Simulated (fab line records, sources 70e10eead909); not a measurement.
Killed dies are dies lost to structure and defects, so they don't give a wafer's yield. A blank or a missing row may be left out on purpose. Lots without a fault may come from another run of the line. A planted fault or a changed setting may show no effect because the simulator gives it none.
Chamber matching | flow nand_harc | NHARC_A_CHANNEL_FILL_D1_ALD_25 on ald_hk-04: 4 sister chambers
The step deposits SiOx, target thk 60 nm, pulse time 10 s, ald cycles 600. 14 wafers are shown with their chamber, then 7 later ones without.

WAFERS WITH THEIR CHAMBER
wafer  | chamber | heater_power_w (W) | precursor_pulse_height_rel
L075.2 | 2       | 501                | 1.031
L075.5 | 1       | 524                | 0.967
L075.6 | 2       | 498                | 1.042
L081.3 | 3       | 447                | 0.975
L081.4 | 1       | 512                | 1.006
L081.6 | 3       | 433                | 0.994
L084.1 | 0       | 475                | 0.991
L084.4 | 3       | 447                | 1.006
L084.2 | 2       | 499                | 1.044
L084.3 | 1       | 508                | 0.955
L084.5 | 3       | 427                | 1.004
L084.6 | 0       | 484                | 1.008
L087.1 | 1       | 500                | 1.009
L087.2 | 0       | 478                | 0.984

SIGNATURES (means of the wafers above)
reading                    | chamber 0 | chamber 1 | chamber 2 | chamber 3 | scatter within a chamber
heater_power_w             | 479.00    | 511.00    | 499.33    | 438.50    | 8.08
precursor_pulse_height_rel | 0.99433   | 0.98425   | 1.03900   | 0.99475   | 0.018
Rule: a wafer's distance from a chamber is the root of the sum, over the readings, of the square of ((its reading less the chamber's mean) divided by the reading's scatter). The wafer belongs to the nearest chamber; if the next one is less than 2 further off, it can't be placed. The scatter: the root of (the sum of the squares of (reading less its chamber's mean) over the shown wafers, divided by (wafers less chambers)).

WAFERS WITHOUT THEIR CHAMBER
wafer  | heater_power_w (W) | precursor_pulse_height_rel
L087.3 | 426                | 0.994
L087.4 | 493                | 1.010
L087.6 | 505                | 1.020
L087.5 | 505                | 1.022
L092.1 | 487                | 0.985
L092.2 | 471                | 1.019
L092.3 | 496                | 1.011

WHICH CHAMBER EACH WENT THROUGH
wafer  | from the rows above          | in truth
L087.3 | 3                            | 3
L087.4 | can't be placed: 2 or 0 or 1 | 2
L087.6 | can't be placed: 2 or 1      | 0
L087.5 | can't be placed: 2 or 1      | 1
L092.1 | can't be placed: 0 or 1      | 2
L092.2 | can't be placed: 0 or 2      | 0
L092.3 | can't be placed: 2 or 0 or 1 | 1
Placed correctly: 1 of 7. Can't be placed from these rows: 6 (the true chamber is among the candidates in 4). Placed wrongly: 0.
